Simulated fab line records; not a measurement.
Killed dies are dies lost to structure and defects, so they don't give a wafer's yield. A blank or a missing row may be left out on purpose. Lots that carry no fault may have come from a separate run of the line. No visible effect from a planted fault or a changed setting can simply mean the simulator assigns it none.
fab line records -- flow n5_finfet -- part 1 of 2: steps 1 to 23 of 29
record: lots: 5, wafers: 15, last_day: 20
route steps=1938 shown BEOL_M10@1529 BEOL_M11@1536
lots that met no fault: from a run of the same line without faults
start_h: the number of hours between the record's first day and the start of the first shown wafer of the lot -- wait_h: time in hours since the lot's previous step -- " the same as in the row above -- L1.1+2: a row that stands for several wafers -- - no value present, or no start provided -- * or withheld: withheld -- < > ~ a bound
route shown NAME@n: names a module that has steps shown in the file, with the first one's number in the route -- usual: the fault-free wafers' mean and standard deviation -- same: alike in all rows -- chamber/n: place in a boat -- sites: the reading at each site -- _std_site: their standard deviation -- _edge_site: the outer-site mean with the inner-site mean subtracted -- radius_mm: how far each site lies from the wafer's centre -- mask NAME#n: copy n -- behind: the last tool/chamber to shape the wafer -- hold: reason for holding the lot/hours on hold/outcome of the hold -- device: names the non-switching transistor (n, p or np) -- end of line: the same wafers' tests at the end of the route -- where a step has no rows: the recipe by itself -- killed: dies that structure and defects cost at the first sort, which is not the same as the wafer's yield -- map: dies across one wafer; x = killed, . = not, _ = none there
set.NAME: the run value of the setting; set.NAME@STEP: its run value at that earlier step -- model.NAME: the simulator's own value behind a step, which no gauge read
a table for each step, a row for each wafer; lots at some steps of the route
services: when a tool's chamber went out of use (start_h, in hours from the record's first day, below 0 if earlier), for how many hours, and the reason
== steps ==
step: N5_BEOL_M10_ANNEAL_51
recipe: temp_c: 225, time_s: 90, ambient: N2
usual: wafer_temp_C_max: 225.88/0.21
same: time_s: 90
lot.wafer,tool,chamber,start_h,wait_h,wafer_temp_C_max
L076.1,rtp_anneal-01,0,263.20,0.1,225.98
L076.2,rtp_anneal-01,0,263.20,0.1,225.89
L076.6,rtp_anneal-01,0,263.20,0.1,225.93
L074.1,rtp_anneal-01,0,279.61,0.2,226.15
L074.5,rtp_anneal-01,0,279.61,0.2,226.03
L074.6,rtp_anneal-01,0,279.61,0.2,225.88
L080.1,rtp_anneal-01,0,288.33,0.1,226.26
L080.3,rtp_anneal-01,0,288.33,0.1,225.63
L080.5,rtp_anneal-01,0,288.33,0.1,225.79
L083.3,rtp_anneal-02,0,310.98,0.1,225.53
L083.4,rtp_anneal-02,0,310.98,0.1,226.15
L083.5,rtp_anneal-02,0,310.98,0.1,226.00
L097.1,rtp_anneal-02,0,432.50,0.1,225.92
L097.2,rtp_anneal-02,0,432.50,0.1,225.76
L097.4,rtp_anneal-02,0,432.50,0.1,226.29
step: N5_BEOL_M10_CMP_52
recipe: stop_on: SiCOH_lowk, t_overpolish_s: 7, down_force_psi: 1, platen_rpm: 50, clearing_platen_down_force_psi: 1.5, clearing_platen_rpm: 50, post_cmp_clean: cu_alkaline, target_thk_nm: 140, clearing_platen_pad_velocity_m_s: 0.99484, pad_velocity_m_s: 0.99484
usual: barrier_field_endpoint_s: 28.9/0.66, motor_current_A: 6.2/0.81, overpolish_run_s: 7.000/0.009, platen_rpm: 50.00/0.03, slurry_flow_ml_min: 149.9/0.44, time_to_endpoint_s: 66.5/3
lot.wafer,tool,chamber,start_h,wait_h,barrier_field_endpoint_s,motor_current_A,overpolish_run_s,platen_rpm,slurry_flow_ml_min,time_to_endpoint_s
L076.1,cmp-01,0,263.59,0.3,28.0,6.5,6.985,49.95,150.1,63.5
L076.2,cmp-01,3,263.59,0.3,28.6,5.4,6.995,50.00,150.9,66.9
L076.6,cmp-01,0,263.59,0.3,28.4,7.0,6.998,50.02,149.4,66.2
L074.1,cmp-02,3,279.98,0.3,29.2,6.7,7.005,50.07,149.5,70.0
L074.5,cmp-02,1,279.98,0.3,28.5,6.2,7.003,49.95,149.2,66.3
L074.6,cmp-02,2,279.98,0.3,28.8,6.1,7.001,50.06,149.6,67.9
L080.1,cmp-02,2,288.74,0.4,28.0,6.3,6.985,50.01,150.3,71.1
L080.3,cmp-02,0,288.74,0.4,28.0,7.3,7.002,50.02,148.8,70.0
L080.5,cmp-02,1,288.74,0.4,29.1,5.9,7.002,50.02,150.2,67.2
L083.3,cmp-02,0,311.27,0.2,29.6,7.1,6.999,49.98,150.3,69.6
L083.4,cmp-02,1,311.27,0.2,29.0,6.1,7.007,50.07,149.5,62.5
L083.5,cmp-02,3,311.27,0.2,30.3,6.8,7.022,49.98,150.6,69.8
L097.1,cmp-02,0,432.79,0.3,28.9,7.3,7.017,50.01,149.7,67.5
L097.2,cmp-02,1,432.79,0.3,29.3,6.3,6.989,49.95,150.2,64.6
L097.4,cmp-02,2,432.79,0.3,28.9,6.7,7.003,50.02,150.1,68.6
step: N5_BEOL_M10_THK_MEAS_53
recipe: thk_meas_gauge: xrf, reads: Cu_of_BEOL_M10_ECD_50
usual: M10_THK: 140/3.5
lot.wafer,tool,chamber,start_h,wait_h,M10_THK[nm]
L076.1,film_metro-01,-,263.88,-,131
L076.2,film_metro-01,-,263.88,-,133
L076.6,film_metro-01,-,263.88,-,132
L074.1,film_metro-01,-,280.20,-,134
L074.5,film_metro-01,-,280.20,-,133
L074.6,film_metro-01,-,280.20,-,141
L080.1,film_metro-02,-,288.99,-,136
L080.3,film_metro-02,-,288.99,-,139
L080.5,film_metro-02,-,288.99,-,140
L083.3,film_metro-01,-,311.49,-,145
L083.4,film_metro-01,-,311.49,-,140
L083.5,film_metro-01,-,311.49,-,144
L097.1,film_metro-02,-,433.09,-,140
L097.2,film_metro-02,-,433.09,-,141
L097.4,film_metro-02,-,433.09,-,144
step: N5_BEOL_M10_PRE_CLEAN_55
recipe: gas: NH3, time_s: 15, temp_c: withheld, rf_power_w: 300
usual: rf_fwd_power_W: 294.8/1.7
same: time_s: 15
lot.wafer,tool,chamber,start_h,wait_h,rf_fwd_power_W,since_wet_clean_h
L076.1,pecvd-04,1,263.92,0.0,293.7,1693
L076.2,pecvd-04,2,263.92,0.0,296.4,67
L076.6,pecvd-04,2,263.92,0.0,295.5,-
L074.1,pecvd-04,2,280.24,0.0,294.9,84
L074.5,pecvd-04,1,280.24,0.0,296.6,-
L074.6,pecvd-04,2,280.24,0.0,294.5,-
L080.1,pecvd-04,1,289.03,0.0,296.6,1718
L080.3,pecvd-04,0,289.03,0.0,294.5,993
L080.5,pecvd-04,1,289.03,0.0,294.7,-
L083.3,pecvd-01,2,311.52,0.0,292.6,80
L083.4,pecvd-01,0,311.52,0.0,292.3,-
L083.5,pecvd-01,1,311.52,0.0,297.1,-
L097.1,pecvd-01,2,433.12,0.0,293.6,202
L097.2,pecvd-01,0,433.12,0.0,293.5,956
L097.4,pecvd-01,0,433.12,0.0,292.5,-
step: N5_BEOL_M10_DEP_56
recipe: material: SiCN, target_thk_a: 150, temp_c: withheld, precursor: 3MS/NH3, pressure_torr: 3, rf_w: 202, time_s: 26.5
usual: rf_fwd_power_W: 199.9/0.96, showerhead_plenum_p_Torr: 3.657/0.018, throttle_valve_pct: 9.0/0.43
same: time_s: 26.5
lot.wafer,tool,chamber,start_h,wait_h,rf_fwd_power_W,showerhead_plenum_p_Torr,since_wet_clean_h,throttle_valve_pct
L076.1,pecvd-04,1,263.94,0.0,201.1,3.669,1693,8.4
L076.2,pecvd-04,2,263.94,0.0,200.4,3.650,67,8.5
L076.6,pecvd-04,2,263.94,0.0,200.1,3.650,-,8.4
L074.1,pecvd-04,2,280.26,0.0,200.2,3.654,84,8.3
L074.5,pecvd-04,1,280.26,0.0,200.7,3.681,-,8.6
L074.6,pecvd-04,2,280.26,0.0,199.4,3.655,-,8.3
L080.1,pecvd-04,1,289.05,0.0,200.8,3.674,1718,8.5
L080.3,pecvd-04,0,289.05,0.0,200.4,3.676,993,9.7
L080.5,pecvd-04,1,289.05,0.0,201.0,3.680,-,8.8
L083.3,pecvd-01,2,311.55,0.0,199.6,3.652,80,8.9
L083.4,pecvd-01,0,311.55,0.0,198.4,3.667,-,9.4
L083.5,pecvd-01,1,311.55,0.0,200.5,3.631,-,8.4
L097.1,pecvd-01,2,433.15,0.0,199.4,3.659,202,9.1
L097.2,pecvd-01,0,433.15,0.0,199.7,3.670,956,9.6
L097.4,pecvd-01,0,433.15,0.0,199.7,3.660,-,10.0
step: N5_BEOL_M10_RS_MEAS_57
recipe: thk_meas_gauge: four-point-probe, reads: Cu_of_BEOL_M10_ECD_50+Co_of_BEOL_M10_CVD_75+TaN_of_BEOL_M10_ALD_74
usual: M10_RS: 0.150/0.0037
lot.wafer,tool,chamber,start_h,wait_h,M10_RS[ohm/sq]
L076.1,film_metro-01,-,264.02,0.1,0.158
L076.2,film_metro-01,-,264.02,0.1,0.156
L076.6,film_metro-01,-,264.02,0.1,0.156
L074.1,film_metro-01,-,280.33,0.1,0.155
L074.5,film_metro-01,-,280.33,0.1,0.156
L074.6,film_metro-01,-,280.33,0.1,0.147
L080.1,film_metro-01,-,289.13,0.1,0.154
L080.3,film_metro-01,-,289.13,0.1,0.151
L080.5,film_metro-01,-,289.13,0.1,0.150
L083.3,film_metro-01,-,311.62,0.1,0.144
L083.4,film_metro-01,-,311.62,0.1,0.150
L083.5,film_metro-01,-,311.62,0.1,0.144
L097.1,film_metro-02,-,433.22,0.1,0.150
L097.2,film_metro-02,-,433.22,0.1,0.149
L097.4,film_metro-02,-,433.22,0.1,0.146
step: N5_BEOL_M10_INSPECT_58
recipe: inspect_instrument: darkfield, mode: post_dep
usual: raw_defect_count: 68/21
lot.wafer,tool,chamber,start_h,wait_h,raw_defect_count
L076.1,defect_inspect-02,-,264.04,0.0,62
L076.2,defect_inspect-02,-,264.04,0.0,49
L076.6,defect_inspect-02,-,264.04,0.0,73
L074.1,defect_inspect-02,-,280.36,0.0,99
L074.5,defect_inspect-02,-,280.36,0.0,82
L074.6,defect_inspect-02,-,280.36,0.0,96
L080.1,defect_inspect-01,-,289.15,0.0,76
L080.3,defect_inspect-01,-,289.15,0.0,36
L080.5,defect_inspect-01,-,289.15,0.0,54
L083.3,defect_inspect-02,-,311.65,0.0,82
L083.4,defect_inspect-02,-,311.65,0.0,49
L083.5,defect_inspect-02,-,311.65,0.0,33
L097.1,defect_inspect-02,-,433.25,0.0,48
L097.2,defect_inspect-02,-,433.25,0.0,71
L097.4,defect_inspect-02,-,433.25,0.0,95
step: N5_BEOL_M11_ILD_DEP_00
recipe: material: SiCOH_lowk, target_thk_a: 3085.1, temp_c: 300, precursor: DEMS/porogen, pressure_torr: 5, rf_w: 500, time_s: 58
usual: heater_power_w: 295/33, rf_fwd_power_W: 496.2/2, showerhead_plenum_p_Torr: 5.731/0.017, throttle_valve_pct: 13.6/0.74
same: time_s: 58
lot.wafer,tool,chamber,start_h,wait_h,heater_power_w,rf_fwd_power_W,showerhead_plenum_p_Torr,since_wet_clean_h,throttle_valve_pct
L076.1,pecvd-01,1,264.08,0.0,318,500.7,5.713,1512,13.3
L076.2,pecvd-01,0,264.08,0.0,281,494.8,5.751,787,14.3
L076.6,pecvd-01,1,264.08,0.0,319,499.9,5.698,-,12.8
L074.1,pecvd-01,0,280.40,0.0,301,493.2,5.746,803,14.5
L074.5,pecvd-01,2,280.40,0.0,284,495.2,5.722,-,13.4
L074.6,pecvd-01,0,280.40,0.0,324,493.4,5.728,-,14.5
L080.1,pecvd-01,0,289.19,0.0,335,497.3,5.739,812,14.6
L080.3,pecvd-01,0,289.19,0.0,351,494.2,5.740,-,14.6
L080.5,pecvd-01,0,289.19,0.0,278,496.5,5.725,-,14.8
L083.3,pecvd-04,0,311.68,0.0,265,495.4,5.743,1016,14.6
L083.4,pecvd-04,2,311.68,0.0,314,499.2,5.712,-,13.2
L083.5,pecvd-04,0,311.68,0.0,202,498.1,5.736,-,14.3
L097.1,pecvd-03,2,433.28,0.0,286,496.6,5.751,564,12.7
L097.2,pecvd-03,0,433.28,0.0,246,496.3,5.731,1318,14.6
L097.4,pecvd-03,0,433.28,0.0,268,495.7,5.733,-,14.8
step: N5_BEOL_M11_CURE_71
recipe: temp_c: 385, time_s: 240, ambient: He/Ar, material: SiCOH_lowk
usual: lamp_power_pct: 52.32/0.059, wafer_temp_C_max: 386.7/0.45
same: time_s: 240
lot.wafer,tool,chamber,start_h,wait_h,lamp_power_pct,wafer_temp_C_max
L076.1,uv_cure-01,0,264.16,0.0,52.36,385.9
L076.2,uv_cure-01,0,264.16,0.0,52.27,386.7
L076.6,uv_cure-01,0,264.16,0.0,52.24,386.7
L074.1,uv_cure-03,2,280.68,0.3,52.36,386.6
L074.5,uv_cure-03,2,280.68,0.3,52.29,387.1
L074.6,uv_cure-03,2,280.68,0.3,52.31,386.9
L080.1,uv_cure-01,0,289.30,0.1,52.28,386.1
L080.3,uv_cure-01,0,289.30,0.1,52.42,386.7
L080.5,uv_cure-01,0,289.30,0.1,52.41,386.5
L083.3,uv_cure-01,1,311.92,0.2,52.39,386.6
L083.4,uv_cure-01,1,311.92,0.2,52.33,386.5
L083.5,uv_cure-01,1,311.92,0.2,52.32,386.1
L097.1,uv_cure-01,1,433.36,0.0,52.40,386.0
L097.2,uv_cure-01,1,433.36,0.0,52.16,386.4
L097.4,uv_cure-01,1,433.36,0.0,52.36,386.0
step: N5_BEOL_M11_THK_MEAS_01
recipe: reads: SiCOH_lowk_of_BEOL_M11_ILD_DEP_00
usual: M11_ILD_THK: 268/3.6
lot.wafer,tool,chamber,start_h,wait_h,M11_ILD_THK[nm]
L076.1,film_metro-02,-,264.67,0.4,266
L076.2,film_metro-02,-,264.67,0.4,275
L076.6,film_metro-02,-,264.67,0.4,273
L074.1,film_metro-01,-,281.20,0.4,271
L074.5,film_metro-01,-,281.20,0.4,268
L074.6,film_metro-01,-,281.20,0.4,272
L080.1,film_metro-01,-,289.81,0.4,267
L080.3,film_metro-01,-,289.81,0.4,270
L080.5,film_metro-01,-,289.81,0.4,273
L083.3,film_metro-02,-,312.28,0.3,264
L083.4,film_metro-02,-,312.28,0.3,267
L083.5,film_metro-02,-,312.28,0.3,268
L097.1,film_metro-01,-,433.88,0.4,260
L097.2,film_metro-01,-,433.88,0.4,266
L097.4,film_metro-01,-,433.88,0.4,270
step: N5_BEOL_M11_PECVD_70
recipe: material: SiO2, target_thk_a: 200, temp_c: 400, precursor: TEOS/O2, pressure_torr: 5.5, rf_w: 450, teos_flow_sccm: 53.8, gas: O2, flow_sccm: 3000, time_s: 22.7
usual: heater_power_w: 687/66, rf_fwd_power_W: 445.4/2.1, showerhead_plenum_p_Torr: 8.75/0.061, throttle_valve_pct: 21.9/1.3
same: time_s: 22.7
lot.wafer,tool,chamber,start_h,wait_h,heater_power_w,rf_fwd_power_W,showerhead_plenum_p_Torr,since_wet_clean_h,throttle_valve_pct
L076.1,pecvd-04,1,264.71,0.0,675,447.5,8.83,1694,21.2
L076.2,pecvd-04,2,264.71,0.0,693,443.5,8.73,68,20.9
L076.6,pecvd-04,2,264.71,0.0,700,444.5,8.74,-,21.1
L074.1,pecvd-03,2,281.23,0.0,766,443.7,8.82,412,19.7
L074.5,pecvd-03,0,281.23,0.0,683,443.1,8.80,-,23.8
L074.6,pecvd-03,1,281.23,0.0,735,446.6,8.72,-,21.6
L080.1,pecvd-03,0,289.85,0.0,606,444.1,8.77,1175,24.1
L080.3,pecvd-03,1,289.85,0.0,649,448.4,8.73,1900,21.9
L080.5,pecvd-03,1,289.85,0.0,649,450.1,8.71,-,21.7
L083.3,pecvd-03,2,312.31,0.0,658,443.2,8.81,443,20.0
L083.4,pecvd-03,2,312.31,0.0,672,444.9,8.80,-,19.9
L083.5,pecvd-03,1,312.31,0.0,743,447.9,8.73,-,21.6
L097.1,pecvd-01,1,433.91,0.0,766,446.1,8.64,1682,21.0
L097.2,pecvd-01,2,433.91,0.0,676,442.4,8.71,203,22.0
L097.4,pecvd-01,2,433.91,0.0,647,444.3,8.71,-,22.3
step: N5_BEOL_M11_HM_DEP_02
recipe: material: TiN, target_thk_a: 200, temp_c: 25, chamber_pressure_pa: 0.49996
usual: throttle_valve_pct: 29.8/0.92
lot.wafer,tool,chamber,start_h,wait_h,throttle_valve_pct
L076.1,pvd_sputter-02,-,266.73,2.0,29.4
L076.2,pvd_sputter-02,-,266.73,2.0,29.8
L076.6,pvd_sputter-02,-,266.73,2.0,29.1
L074.1,pvd_sputter-03,-,282.27,1.0,29.9
L074.5,pvd_sputter-03,-,282.27,1.0,30.0
L074.6,pvd_sputter-03,-,282.27,1.0,29.3
L080.1,pvd_sputter-03,-,290.95,1.1,30.0
L080.3,pvd_sputter-03,-,290.95,1.1,31.3
L080.5,pvd_sputter-03,-,290.95,1.1,29.1
L083.3,pvd_sputter-03,-,312.92,0.6,29.3
L083.4,pvd_sputter-03,-,312.92,0.6,30.2
L083.5,pvd_sputter-03,-,312.92,0.6,30.3
L097.1,pvd_sputter-02,-,434.42,0.5,28.7
L097.2,pvd_sputter-02,-,434.42,0.5,29.2
L097.4,pvd_sputter-02,-,434.42,0.5,29.3
step: N5_BEOL_M11_COAT_59
recipe: resist: SOC, temp_c: 250, time_s: 60, spin_rpm: 1500, resist_thk_nm: 100
usual: spin_speed_rpm: 1500.1/1
same: time_s: 60
lot.wafer,tool,chamber,start_h,wait_h,spin_speed_rpm
L076.1,litho_track-01,0,266.86,0.1,1498.3
L076.2,litho_track-01,0,266.86,0.1,1501.7
L076.6,litho_track-01,0,266.86,0.1,1500.8
L074.1,litho_track-01,0,282.39,0.1,1499.2
L074.5,litho_track-01,0,282.39,0.1,1500.6
L074.6,litho_track-01,0,282.39,0.1,1500.0
L080.1,litho_track-03,0,291.08,0.1,1500.4
L080.3,litho_track-03,0,291.08,0.1,1500.9
L080.5,litho_track-03,0,291.08,0.1,1498.4
L083.3,litho_track-01,0,313.05,0.1,1501.7
L083.4,litho_track-01,0,313.05,0.1,1501.1
L083.5,litho_track-01,0,313.05,0.1,1500.1
L097.1,litho_track-03,0,434.55,0.1,1499.4
L097.2,litho_track-03,0,434.55,0.1,1499.7
L097.4,litho_track-03,0,434.55,0.1,1500.5
step: N5_BEOL_M11_COAT_60
recipe: resist: SiARC, temp_c: 220, time_s: 60, spin_rpm: 1500, resist_thk_nm: 30
usual: spin_speed_rpm: 1499.9/1.1
same: time_s: 60
lot.wafer,tool,chamber,start_h,wait_h,spin_speed_rpm
L076.1,litho_track-01,0,-,-,1498.7
L076.2,litho_track-01,0,-,-,1501.9
L076.6,litho_track-01,0,-,-,1498.4
L074.1,litho_track-01,0,-,-,1497.7
L074.5,litho_track-01,0,-,-,1499.2
L074.6,litho_track-01,0,-,-,1499.1
L080.1,litho_track-03,0,-,-,1498.9
L080.3,litho_track-03,0,-,-,1499.2
L080.5,litho_track-03,0,-,-,1501.1
L083.3,litho_track-01,0,-,-,1500.4
L083.4,litho_track-01,0,-,-,1498.1
L083.5,litho_track-01,0,-,-,1499.5
L097.1,litho_track-03,0,-,-,1499.7
L097.2,litho_track-03,0,-,-,1498.0
L097.4,litho_track-03,0,-,-,1499.5
step: N5_BEOL_M11_COAT_05
recipe: resist: CAR-ArF, spin_rpm: 1500, resist_thk_nm: 90
usual: spin_speed_rpm: 1500.1/0.98
lot.wafer,tool,chamber,start_h,wait_h,spin_speed_rpm
L076.1,litho_track-01,0,-,-,1499.6
L076.2,litho_track-01,0,-,-,1498.7
L076.6,litho_track-01,0,-,-,1498.3
L074.1,litho_track-01,0,-,-,1501.5
L074.5,litho_track-01,0,-,-,1500.6
L074.6,litho_track-01,0,-,-,1501.1
L080.1,litho_track-03,0,-,-,1499.6
L080.3,litho_track-03,0,-,-,1501.5
L080.5,litho_track-03,0,-,-,1499.2
L083.3,litho_track-01,0,-,-,1497.2
L083.4,litho_track-01,0,-,-,1500.4
L083.5,litho_track-01,0,-,-,1500.3
L097.1,litho_track-03,0,-,-,1499.7
L097.2,litho_track-03,0,-,-,1500.6
L097.4,litho_track-03,0,-,-,1498.9
step: N5_BEOL_M11_EBR_07
recipe: solvent: PGMEA, ebr_width_mm: 1.5
lot.wafer,tool,chamber,start_h,wait_h
L076.1+2+6,litho_track-01,0,-,-
L074.1+5+6,litho_track-01,0,-,-
L080.1+3+5,litho_track-03,0,-,-
L083.3+4+5,litho_track-01,0,-,-
L097.1+2+4,litho_track-03,0,-,-
step: N5_BEOL_M11_SOFTBAKE_06
recipe: temp_c: 110, time_s: 60, resist: CAR-ArF
same: time_s: 60
lot.wafer,tool,chamber,start_h,wait_h
L076.1+2+6,litho_track-01,0,-,-
L074.1+5+6,litho_track-01,0,-,-
L080.1+3+5,litho_track-03,0,-,-
L083.3+4+5,litho_track-01,0,-,-
L097.1+2+4,litho_track-03,0,-,-
step: N5_BEOL_M11_EXPOSE_08
recipe: mask_id: M11, na: 1.35, source_shape: dipole, sigma_inner: 0.411, sigma_outer: 0.611, polarization: te, dose_mj: 53.75
lot.wafer,tool,chamber,start_h,wait_h,mask
L076.1+2+6,arfi_scanner-03,0,266.98,-,M11#0
L074.1+5+6,arfi_scanner-02,0,282.64,-,M11#0
L080.1+3+5,arfi_scanner-01,0,291.32,-,M11#0
L083.3+4+5,arfi_scanner-03,0,313.18,-,M11#0
L097.1+2+4,arfi_scanner-02,0,434.79,-,M11#0
step: N5_BEOL_M11_PEB_09
recipe: peb_temp_c: withheld, peb_time_s: 60, resist: CAR-ArF
lot.wafer,tool,chamber,start_h,wait_h
L076.1+2+6,litho_track-01,0,267.04,0.1
L074.1+5+6,litho_track-03,0,282.70,0.1
L080.1+3+5,litho_track-03,0,291.38,0.1
L083.3+4+5,litho_track-05,0,313.23,0.0
L097.1+2+4,litho_track-05,0,434.85,0.1
step: N5_BEOL_M11_DEVELOP_10
recipe: develop_time_s: 30, developer: TMAH, resist: CAR-ArF, rinse_liquid: diw, dry: air_spin, dev_temp_c: 23
lot.wafer,tool,chamber,start_h,wait_h
L076.1+2+6,litho_track-01,0,-,-
L074.1+5+6,litho_track-03,0,-,-
L080.1+3+5,litho_track-03,0,-,-
L083.3+4+5,litho_track-05,0,-,-
L097.1+2+4,litho_track-05,0,-,-
step: N5_BEOL_M11_CD_MEAS_11
recipe: target_cd_nm: 64.1, landing_energy_ev: 500, detector: se_inlens, polarity: opening
usual: cd_nm: 63.8/0.52
lot.wafer,tool,chamber,start_h,wait_h,cd_nm
L076.1,cd_sem-03,0,267.10,-,65.0
L076.2,cd_sem-03,0,267.10,-,65.1
L076.6,cd_sem-03,0,267.10,-,63.4
L074.1,cd_sem-02,0,282.76,-,64.2
L074.5,cd_sem-02,0,282.76,-,64.1
L074.6,cd_sem-02,0,282.76,-,63.3
L080.1,cd_sem-03,0,291.45,-,63.4
L080.3,cd_sem-03,0,291.45,-,63.9
L080.5,cd_sem-03,0,291.45,-,64.2
L083.3,cd_sem-03,0,313.30,-,62.7
L083.4,cd_sem-03,0,313.30,-,63.4
L083.5,cd_sem-03,0,313.30,-,63.0
L097.1,cd_sem-03,0,434.92,-,63.7
L097.2,cd_sem-03,0,434.92,-,63.7
L097.4,cd_sem-03,0,434.92,-,63.3
step: N5_BEOL_M11_OVL_MEAS_12
recipe: points_per_wafer: 44
usual: M11_OVL: 0.1/0.77
lot.wafer,tool,chamber,start_h,wait_h,M11_OVL[nm]
L076.1,overlay-02,0,267.13,0.0,0.1
L076.2,overlay-02,0,267.13,0.0,-0.7
L076.6,overlay-02,0,267.13,0.0,-1.4
L074.1,overlay-01,0,282.79,0.0,-1.0
L074.5,overlay-01,0,282.79,0.0,-0.5
L074.6,overlay-01,0,282.79,0.0,0.9
L080.1,overlay-02,0,291.48,0.0,0.9
L080.3,overlay-02,0,291.48,0.0,0.7
L080.5,overlay-02,0,291.48,0.0,0.5
L083.3,overlay-02,0,313.33,0.0,1.0
L083.4,overlay-02,0,313.33,0.0,0.5
L083.5,overlay-02,0,313.33,0.0,0.3
L097.1,overlay-02,0,434.95,0.0,0.9
L097.2,overlay-02,0,434.95,0.0,0.6
L097.4,overlay-02,0,434.95,0.0,0.3
step: N5_BEOL_M11_INSPECT_13
recipe: mode: adi, inspect_instrument: brightfield
usual: raw_defect_count: 404/77
lot.wafer,tool,chamber,start_h,wait_h,raw_defect_count
L076.1,defect_inspect-02,-,267.16,0.0,335
L076.2,defect_inspect-02,-,267.16,0.0,425
L076.6,defect_inspect-02,-,267.16,0.0,476
L074.1,defect_inspect-01,-,282.82,0.0,403
L074.5,defect_inspect-01,-,282.82,0.0,423
L074.6,defect_inspect-01,-,282.82,0.0,320
L080.1,defect_inspect-01,-,291.50,0.0,445
L080.3,defect_inspect-01,-,291.50,0.0,404
L080.5,defect_inspect-01,-,291.50,0.0,442
L083.3,defect_inspect-01,-,313.35,0.0,316
L083.4,defect_inspect-01,-,313.35,0.0,241
L083.5,defect_inspect-01,-,313.35,0.0,207
L097.1,defect_inspect-01,-,434.97,0.0,348
L097.2,defect_inspect-01,-,434.97,0.0,305
L097.4,defect_inspect-01,-,434.97,0.0,425
